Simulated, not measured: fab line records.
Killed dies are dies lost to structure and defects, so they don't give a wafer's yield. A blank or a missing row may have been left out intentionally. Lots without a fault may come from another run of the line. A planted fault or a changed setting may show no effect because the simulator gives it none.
Which tool did it? / flow n5-finfet / 30 wafers from 10 lots sampled at 3 of the route's 1938 steps

== WHAT THE GAUGES READ, wafer by wafer ==
N5_DUMMY_GATE_CD_MEAS_24: the cd target is 15 nm.
lot=L075; measured=day 3 05:34; on=cd-sem-02; cd-nm (nm)=15.2 15.3 14.9
lot=L077; measured=day 3 16:54; on=cd-sem-02; cd-nm (nm)=14.0 14.7 15.1
lot=L079; measured=day 4 04:58; on=cd-sem-03; cd-nm (nm)=14.6 14.6 14.6
lot=L082; measured=day 5 00:20; on=cd-sem-01; cd-nm (nm)=14.4 14.9 15.0
lot=L084; measured=day 5 12:16; on=cd-sem-02; cd-nm (nm)=14.9 14.9 15.0
lot=L087; measured=day 6 10:20; on=cd-sem-02; cd-nm (nm)=15.5 15.1 14.3
lot=L089; measured=day 6 20:19; on=cd-sem-03; cd-nm (nm)=15.5 15.2 15.5
lot=L092; measured=day 7 12:42; on=cd-sem-03; cd-nm (nm)=15.4 14.5 15.2
lot=L094; measured=day 7 23:58; on=cd-sem-03; cd-nm (nm)=14.8 15.7 15.0
lot=L097; measured=day 8 18:13; on=cd-sem-01; cd-nm (nm)=15.6 15.2 14.9

== WHICH TOOL RAN EACH LOT (tool, then ch and the chambers of the sampled wafers, then the start) ==
lot=L075; N5_DUMMY_GATE_ETCH_29=rie-diel-04 ch 0,1, day 3 04:35; N5_DUMMY_GATE_ETCH_37=rie-diel-04 ch 0,1, day 3 04:40
lot=L077; N5_DUMMY_GATE_ETCH_29=rie-diel-01 ch 0,2, day 3 16:05; N5_DUMMY_GATE_ETCH_37=rie-diel-01 ch 0,2, day 3 16:10
lot=L079; N5_DUMMY_GATE_ETCH_29=rie-diel-04 ch 0,2,3, day 4 03:55; N5_DUMMY_GATE_ETCH_37=rie-diel-04 ch 0,2,3, day 4 03:59
lot=L082; N5_DUMMY_GATE_ETCH_29=rie-diel-04 ch 0,1,3, day 4 23:13; N5_DUMMY_GATE_ETCH_37=rie-diel-04 ch 0,1,3, day 4 23:17
lot=L084; N5_DUMMY_GATE_ETCH_29=rie-diel-04 ch 0,1, day 5 11:16; N5_DUMMY_GATE_ETCH_37=rie-diel-04 ch 0,1, day 5 11:20
lot=L087; N5_DUMMY_GATE_ETCH_29=rie-diel-06 ch 1,2,3, day 6 09:32; N5_DUMMY_GATE_ETCH_37=rie-diel-06 ch 1,2,3, day 6 09:37
lot=L089; N5_DUMMY_GATE_ETCH_29=rie-diel-06 ch 2,3, day 6 19:30; N5_DUMMY_GATE_ETCH_37=rie-diel-06 ch 2,3, day 6 19:35
lot=L092; N5_DUMMY_GATE_ETCH_29=rie-diel-04 ch 1,2,3, day 7 11:53; N5_DUMMY_GATE_ETCH_37=rie-diel-04 ch 1,2,3, day 7 11:58
lot=L094; N5_DUMMY_GATE_ETCH_29=rie-diel-01 ch 1,3, day 7 23:09; N5_DUMMY_GATE_ETCH_37=rie-diel-01 ch 1,3, day 7 23:14
lot=L097; N5_DUMMY_GATE_ETCH_29=rie-diel-06 ch 0,1, day 8 17:24; N5_DUMMY_GATE_ETCH_37=rie-diel-06 ch 0,1, day 8 17:29
- N5_DUMMY_GATE_ETCH_29: etches underlayer in N2/H2, target depth 13 nm.
- N5_DUMMY_GATE_ETCH_37: etches SOC in N2/H2, target depth 60 nm, overetch 30 nm.

== THE ANSWER, worked out from the rows above alone ==
Rule: what is usual is taken from the lots themselves. The widest of any qualifying gaps counts: lots, ordered by their means at a reading, are off when they make up no more than a third of the lots, leave a main group of 4 or more, and stand apart from it by 3 or more times the standard deviation of that group's means. The tables above print the reading to a certain number of digits; a main group whose means all agree to those digits is not used. Also off: a lot with no number at a reading for which 4 or more lots have one. Where the step has rows for the other lots, those lots are counted as sound.
No lot is off on any of the readings shown, so nothing can be concluded from this.

== WHAT WAS PUT IN BY THE SIMULATOR ==
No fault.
